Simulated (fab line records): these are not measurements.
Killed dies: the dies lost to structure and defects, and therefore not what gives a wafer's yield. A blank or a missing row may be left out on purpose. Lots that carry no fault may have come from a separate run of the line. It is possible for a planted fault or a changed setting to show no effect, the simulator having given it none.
Chamber matching -- flow n5_finfet -- N5_BEOL_M3_ALD_84 on ald_metal-02: 4 sister chambers
The step deposits TaN, pulse time 2 s, purge time 3 s, co reactant purge time 2 s. 30 wafers are shown with their chamber, then 12 later ones without.

== EACH WAFER AND ITS CHAMBER ==
wafer,chamber,heater_power_w (W)
L076.1,3,484
L076.4,1,411
L076.5,1,405
L077.1,3,479
L077.3,0,428
L077.5,1,408
L082.2,2,469
L082.3,3,480
L082.5,1,409
L083.2,1,407
L083.3,0,417
L083.6,1,417
L086.1,2,481
L086.3,1,414
L086.4,1,406
L085.2,0,430
L085.3,1,409
L085.4,0,425
L088.2,3,473
L088.3,0,421
L088.5,3,475
L087.2,1,415
L087.3,0,428
L087.5,0,427
L089.1,3,473
L089.2,2,470
L089.3,1,404
L091.1,1,401
L091.3,2,462
L091.6,3,476

SIGNATURES (averages over the wafers above)
reading,chamber 0,chamber 1,chamber 2,chamber 3,scatter within a chamber
heater_power_w,425.14,408.83,470.50,477.14,5.03
Rule: a wafer lies at a distance from a chamber equal to the root of the sum of squares, over the readings, of (its reading less the chamber's mean, divided by the reading's scatter). If the next closest chamber is less than 2 further off than the closest, the wafer can't be placed; otherwise it belongs to the closest. How the scatter is found: for the shown wafers, subtract from each reading the mean of its chamber, square and add these, divide the total by (wafers less chambers), then take the root.

== WAFERS WHOSE CHAMBER IS MISSING ==
wafer,heater_power_w (W)
L093.3,419
L093.5,477
L093.6,477
L095.1,420
L095.2,406
L095.3,464
L095.4,469
L095.5,414
L095.6,487
L097.1,419
L097.2,405
L097.6,464

== EACH ONE'S CHAMBER ==
wafer,from the rows above,in truth
L093.3,can't be placed: 0 or 1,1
L093.5,can't be placed: 3 or 2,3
L093.6,can't be placed: 3 or 2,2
L095.1,can't be placed: 0 or 1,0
L095.2,1,1
L095.3,can't be placed: 2 or 3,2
L095.4,can't be placed: 2 or 3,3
L095.5,can't be placed: 1 or 0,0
L095.6,can't be placed: 3 or 2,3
L097.1,can't be placed: 0 or 1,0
L097.2,1,1
L097.6,can't be placed: 2 or 3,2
Placed correctly: 2 of 12. Can't be placed from these rows: 10 (the true chamber is among the candidates in 10). 0 placed wrongly.
